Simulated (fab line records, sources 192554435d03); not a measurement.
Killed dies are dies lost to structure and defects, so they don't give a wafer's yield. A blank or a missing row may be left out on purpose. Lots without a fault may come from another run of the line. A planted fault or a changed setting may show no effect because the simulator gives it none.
Chamber matching | flow n5_finfet | N5_HKMG_FIN_HK_ALD_01 on ald_hk-03: 4 sister chambers
The step deposits HfO2, target thk 1.6 nm, pulse time 3 s, purge time 3 s. 14 wafers are shown with their chamber, then 7 later ones without.

WAFERS WITH THEIR CHAMBER
wafer  | chamber | precursor_pulse_height_rel
L077.4 | 1       | 1.022
L077.5 | 3       | 0.955
L077.6 | 0       | 1.021
L078.2 | 2       | 1.017
L078.3 | 0       | 1.016
L078.6 | 2       | 1.015
L080.2 | 0       | 0.987
L080.4 | 3       | 0.992
L080.5 | 3       | 0.976
L088.1 | 1       | 1.006
L088.3 | 0       | 1.022
L088.4 | 2       | 0.993
L089.4 | 1       | 0.999
L089.5 | 3       | 0.998

SIGNATURES (means of the wafers above)
reading                    | chamber 0 | chamber 1 | chamber 2 | chamber 3 | scatter within a chamber
precursor_pulse_height_rel | 1.01150   | 1.00900   | 1.00833   | 0.98025   | 0.016
Rule: a wafer's distance from a chamber is the root of the sum, over the readings, of the square of ((its reading less the chamber's mean) divided by the reading's scatter). The wafer belongs to the nearest chamber; if the next one is less than 2 further off, it can't be placed. The scatter: the root of (the sum of the squares of (reading less its chamber's mean) over the shown wafers, divided by (wafers less chambers)).

WAFERS WITHOUT THEIR CHAMBER
wafer  | precursor_pulse_height_rel
L089.6 | 0.984
L095.2 | 0.996
L095.4 | 1.009
L095.5 | 0.988
L097.2 | 0.977
L097.3 | 0.978
L097.5 | 1.042

WHICH CHAMBER EACH WENT THROUGH
wafer  | from the rows above               | in truth
L089.6 | can't be placed: 3 or 2 or 1 or 0 | 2
L095.2 | can't be placed: 2 or 1 or 0 or 3 | 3
L095.4 | can't be placed: 1 or 2 or 0 or 3 | 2
L095.5 | can't be placed: 3 or 2 or 1 or 0 | 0
L097.2 | can't be placed: 3 or 2 or 1 or 0 | 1
L097.3 | can't be placed: 3 or 2 or 1 or 0 | 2
L097.5 | can't be placed: 0 or 1 or 2 or 3 | 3
Placed correctly: 0 of 7. Can't be placed from these rows: 7 (the true chamber is among the candidates in 7). Placed wrongly: 0.
